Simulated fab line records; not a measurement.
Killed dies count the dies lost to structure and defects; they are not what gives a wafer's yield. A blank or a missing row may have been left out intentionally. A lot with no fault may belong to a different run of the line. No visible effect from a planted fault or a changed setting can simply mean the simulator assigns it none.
Chamber matching :: flow n5Finfet :: N5_HKMG_FIN_PWFM_ALD_03 on aldMetal-04 has 4 sister chambers
The step deposits TiN, target thk 2 nm, pulse time 1 s, purge time 3 s. 4 wafers are shown with their chamber, then 7 later ones without.

== WAFERS PAIRED WITH THEIR CHAMBERS ==
wafer: L085.4
chamber: 0
heaterPowerW (W): 798

wafer: L088.2
chamber: 2
heaterPowerW (W): 831

wafer: L091.3
chamber: 1
heaterPowerW (W): 792

wafer: L091.4
chamber: 3
heaterPowerW (W): 829

== WAFERS WHOSE CHAMBER IS MISSING ==
wafer: L091.6
heaterPowerW (W): 809

wafer: L092.2
heaterPowerW (W): 794

wafer: L092.4
heaterPowerW (W): 811

wafer: L092.6
heaterPowerW (W): 812

wafer: L096.2
heaterPowerW (W): 858

wafer: L096.3
heaterPowerW (W): 796

wafer: L096.5
heaterPowerW (W): 788

== WHICH CHAMBER EACH WENT THROUGH ==
wafer: L091.6
from the rows above: can't be placed: 0 or 1 or 3 or 2
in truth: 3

wafer: L092.2
from the rows above: can't be placed: 1 or 0
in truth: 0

wafer: L092.4
from the rows above: can't be placed: 0 or 3 or 1 or 2
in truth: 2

wafer: L092.6
from the rows above: can't be placed: 0 or 3 or 2 or 1
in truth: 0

wafer: L096.2
from the rows above: can't be placed: 2 or 3
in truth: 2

wafer: L096.3
from the rows above: can't be placed: 0 or 1
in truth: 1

wafer: L096.5
from the rows above: can't be placed: 1 or 0
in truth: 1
Placed correctly: 0 of 7. Unplaceable from these rows: 7, with the true chamber sitting among the candidates in 7. Number placed wrongly: 0.
How it was worked out, from the rows above alone: a wafer's distance from a chamber is the root of the sum, over the readings, of the square of ((its reading less the chamber's mean) divided by the reading's scatter). The wafer belongs to the nearest chamber; if the next one is less than 2 further off, it can't be placed. The mean given for a chamber averages the wafers shown for that chamber. The scatter: root of mean squared gap, hidden wafer to nearest shown wafer, with one shown wafer a chamber.
